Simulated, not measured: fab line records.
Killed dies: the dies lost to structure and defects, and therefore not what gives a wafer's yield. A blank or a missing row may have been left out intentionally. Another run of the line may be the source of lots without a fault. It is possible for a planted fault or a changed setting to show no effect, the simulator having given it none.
Split-lot experiment -- flow n5_finfet -- 7 lots, 21 wafers read, on a route of 1938 steps

## ABOUT THE SPLIT
At N5_BEOL_M2_ETCH_64 (etches SOC in N2/H2, target depth 75 nm, overetch 22.5 nm, time 121.9 s), the setting source_w was moved away from the recipe's 840 W on 8 of the 21 wafers read, by -8.4% to +14.2%. For the rest of the wafers, this setting stayed at what the recipe calls for.

Reading taken at the split's own step.

## THE READING
rf_vpp_V, in V, at N5_BEOL_M2_ETCH_64 (etches SOC in N2/H2, target depth 75 nm, overetch 22.5 nm, time 121.9 s). A value of 524.3 V with a standard deviation of 2.7 V is what fault-free wafers of this fab line usually give.

wafer,"tool, chamber at the split","source_w as run, W",against the recipe,"rf_vpp_V, V",against lot-mates on the recipe
L080.2,"rie_diel-06, 0",840,recipe,523.3,-
L080.4,"rie_diel-06, 1",792,-5.7%,532.4,+8.8
L080.6,"rie_diel-06, 1",840,recipe,523.9,-
L081.1,"rie_diel-05, 3",840,recipe,526.0,-
L081.3,"rie_diel-05, 0",840,recipe,520.2,-
L081.4,"rie_diel-05, 3",840,recipe,526.5,-
L082.2,"rie_diel-05, 0",840,recipe,519.4,-
L082.3,"rie_diel-05, 2",840,recipe,525.4,-
L082.5,"rie_diel-05, 3",769.2,-8.4%,541.0,+18.6
L088.1,"rie_diel-05, 1",840,recipe,528.4,-
L088.3,"rie_diel-05, 0",840,recipe,527.7,-
L088.5,"rie_diel-05, 2",840,recipe,525.1,-
L091.2,"rie_diel-04, 2",959,+14.2%,500.2,no lot-mate on the recipe
L091.3,"rie_diel-04, 0",959,+14.2%,503.9,no lot-mate on the recipe
L091.4,"rie_diel-04, 0",959,+14.2%,504.3,no lot-mate on the recipe
L094.1,"rie_diel-05, 0",840,recipe,528.8,-
L094.3,"rie_diel-05, 2",784.9,-6.6%,536.2,+7.9
L094.5,"rie_diel-05, 0",840,recipe,527.8,-
L097.3,"rie_diel-06, 0",898.6,+7.0%,511.8,-13.7
L097.4,"rie_diel-06, 2",840,recipe,525.5,-
L097.6,"rie_diel-06, 0",898.6,+7.0%,511.3,-14.2

FIT RESULTS
A straight line over all 21 wafers: rf_vpp_V changes by -1.64 V for each +1% of source_w; r = -0.97; the points scatter about the line by 2.6 V.
The same after taking each lot's own level away (the mean of its wafers on the recipe; 18 wafers): -1.87 V for each +1%; r = -0.96; scatter 2.2 V.
That fit puts the effect of the largest move of source_w on the reading at 26 V.
From 522.40 to 528.30 V: that is the span of the lots' own levels, equal to 2.2 times the standard deviation above.
Hence the slope depends on the lot-to-lot level, as the two fits are not the same.
Check: +13.9 V against its lot-mates is what the line predicts for one of the wafers moved furthest among these (-8.4%) when that wafer is left out of the fit. It came out at +18.6 V against them.
Tool readings at the split's step, against how far the setting was moved: rf_vpp_V r = -0.97.

## FURTHER SPLITS ON THESE WAFERS
These wafers also went through other splits before the reading. Each is held against what the fit with the lots' levels taken away leaves over:
other split on the same wafers,wafers away from the commonest value,r with rf_vpp_V (lot level and that fit taken away)
N5_MOL_CONTACT_COAG_COAT_58 spin_rpm,9,-0.07
N5_MOL_CONTACT_COAG_COAT_64 spin_rpm,6,-0.26
N5_BEOL_M0_ETCH_109 bias_w,5,-0.19
N5_BEOL_M1_ETCH_64 bias_w,5,-0.02

## FILE'S OWN FIT
rf_vpp_V changes by -1.82 V for each +1% of source_w, r = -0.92.
